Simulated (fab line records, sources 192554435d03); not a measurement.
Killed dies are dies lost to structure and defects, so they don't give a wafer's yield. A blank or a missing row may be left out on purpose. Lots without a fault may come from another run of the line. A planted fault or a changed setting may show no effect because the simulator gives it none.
Which tool did it? | flow n5_finfet | 12 lots, 36 wafers sampled, at 1 step of a route of 1938

WHAT THE GAUGES READ, wafer by wafer
N5_BEOL_M6_THK_MEAS_53: measures by xrf.
lot  | measured     | on            | M6_THK (nm)
L074 | day 9 04:53  | film_metro-01 | 74.8 79.0 78.2
L076 | day 9 07:44  | film_metro-02 | 76.5 77.0 79.4
L079 | day 10 07:05 | film_metro-02 | 76.7 78.1 79.7
L082 | day 10 21:37 | film_metro-02 | 77.2 75.8 78.4
L083 | day 11 13:57 | film_metro-02 | 80.2 77.9 80.9
L084 | day 11 23:07 | film_metro-01 | 79.7 79.5 79.9
L088 | day 12 04:40 | film_metro-02 | 80.0 79.7 80.0
L089 | day 12 18:41 | film_metro-02 | 80.2 77.3 79.2
L092 | day 13 05:37 | film_metro-01 | 78.0 80.4 80.0
L093 | day 13 18:10 | film_metro-02 | 76.3 81.4 75.3
L095 | day 14 06:16 | film_metro-02 | 79.0 76.4 79.2
L097 | day 15 07:11 | film_metro-02 | 79.9 78.3 79.8

WHICH TOOL RAN EACH LOT (tool, then ch and the chambers of the sampled wafers, then the start)
The record holds no process step before these readings.

THE ANSWER, worked out from the rows above alone
Rule: what is usual is taken from the lots themselves. Put in order of their means at a reading, lots are off if they are a third of the lots or fewer, leave a main group of 4 or more, and stand apart from it by a gap of 3 or more times the standard deviation of the main group's means; of several such gaps the widest counts. A main group whose means are all the same, to the digits that the tables above print for the reading, isn't used. A lot without any number at a reading at which 4 lots or more have one is off too. The other lots that the step has rows for count as sound.
No lot is off at any reading shown: from this, nothing can be told.

WHAT THE SIMULATOR HAD PUT IN
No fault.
